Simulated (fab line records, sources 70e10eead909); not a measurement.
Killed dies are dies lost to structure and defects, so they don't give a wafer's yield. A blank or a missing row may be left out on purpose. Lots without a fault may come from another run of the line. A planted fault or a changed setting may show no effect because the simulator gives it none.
Chamber matching | flow nand_harc | NHARC_A_BLC_STRIP_21 on rie_diel-13: 4 sister chambers
The step strips in O2. 20 wafers are shown with their chamber, then 10 later ones without.

WAFERS WITH THEIR CHAMBER
wafer  | chamber | drypump_motor_current_A (A) | oes_product_au (a.u.) | throttle_valve_pct (%)
L077.1 | 1       | 6.01                        | 0.999                 | 17.036
L077.4 | 0       | 5.83                        | 0.994                 | 17.032
L077.6 | 1       | 6.02                        | 0.991                 | 17.034
L076.4 | 1       | 6.00                        | 1.006                 | 17.027
L076.5 | 1       | 6.03                        | 1.008                 | 17.038
L076.6 | 2       | 6.08                        | 0.997                 | 17.027
L081.2 | 1       | 6.04                        | 0.995                 | 17.046
L081.4 | 0       | 5.82                        | 1.009                 | 17.017
L081.5 | 1       | 6.02                        | 1.007                 | 17.046
L085.2 | 3       | 5.61                        | 0.999                 | 17.042
L085.3 | 1       | 6.03                        | 1.000                 | 17.037
L085.4 | 0       | 5.86                        | 1.020                 | 17.040
L084.4 | 2       | 6.08                        | 0.989                 | 17.038
L084.5 | 0       | 5.81                        | 1.015                 | 17.041
L084.6 | 1       | 6.02                        | 0.994                 | 17.038
L088.2 | 0       | 5.82                        | 1.006                 | 17.046
L088.3 | 2       | 6.07                        | 0.979                 | 17.029
L088.4 | 1       | 5.99                        | 0.983                 | 17.039
L090.1 | 1       | 6.01                        | 0.995                 | 17.034
L090.5 | 1       | 5.99                        | 1.000                 | 17.044

SIGNATURES (means of the wafers above)
reading                 | chamber 0 | chamber 1 | chamber 2 | chamber 3 | scatter within a chamber
drypump_motor_current_A | 5.8280    | 6.0145    | 6.0767    | 5.6100    | 0.0162
oes_product_au          | 1.00880   | 0.99800   | 0.98833   | 0.99900   | 0.00835
throttle_valve_pct      | 17.03520  | 17.03809  | 17.03133  | 17.04200  | 0.00753
Rule: a wafer's distance from a chamber is the root of the sum, over the readings, of the square of ((its reading less the chamber's mean) divided by the reading's scatter). The wafer belongs to the nearest chamber; if the next one is less than 2 further off, it can't be placed. The scatter: the root of (the sum of the squares of (reading less its chamber's mean) over the shown wafers, divided by (wafers less chambers)).

WAFERS WITHOUT THEIR CHAMBER
wafer  | drypump_motor_current_A (A) | oes_product_au (a.u.) | throttle_valve_pct (%)
L090.6 | 5.84                        | 1.001                 | 17.019
L091.1 | 5.62                        | 1.003                 | 17.051
L091.3 | 6.09                        | 0.994                 | 17.018
L091.4 | 5.84                        | 1.009                 | 17.046
L097.3 | 5.59                        | 1.014                 | 17.028
L097.5 | 6.05                        | 1.001                 | 17.033
L097.6 | 5.96                        | 0.999                 | 17.044
L096.1 | 5.61                        | 1.006                 | 17.024
L096.3 | 5.84                        | 1.010                 | 17.031
L096.4 | 6.07                        | 0.996                 | 17.036

WHICH CHAMBER EACH WENT THROUGH
wafer  | from the rows above     | in truth
L090.6 | 0                       | 0
L091.1 | 3                       | 3
L091.3 | 2                       | 2
L091.4 | 0                       | 0
L097.3 | 3                       | 3
L097.5 | can't be placed: 2 or 1 | 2
L097.6 | 1                       | 1
L096.1 | 3                       | 3
L096.3 | 0                       | 0
L096.4 | 2                       | 2
Placed correctly: 9 of 10. Can't be placed from these rows: 1 (the true chamber is among the candidates in 1). Placed wrongly: 0.
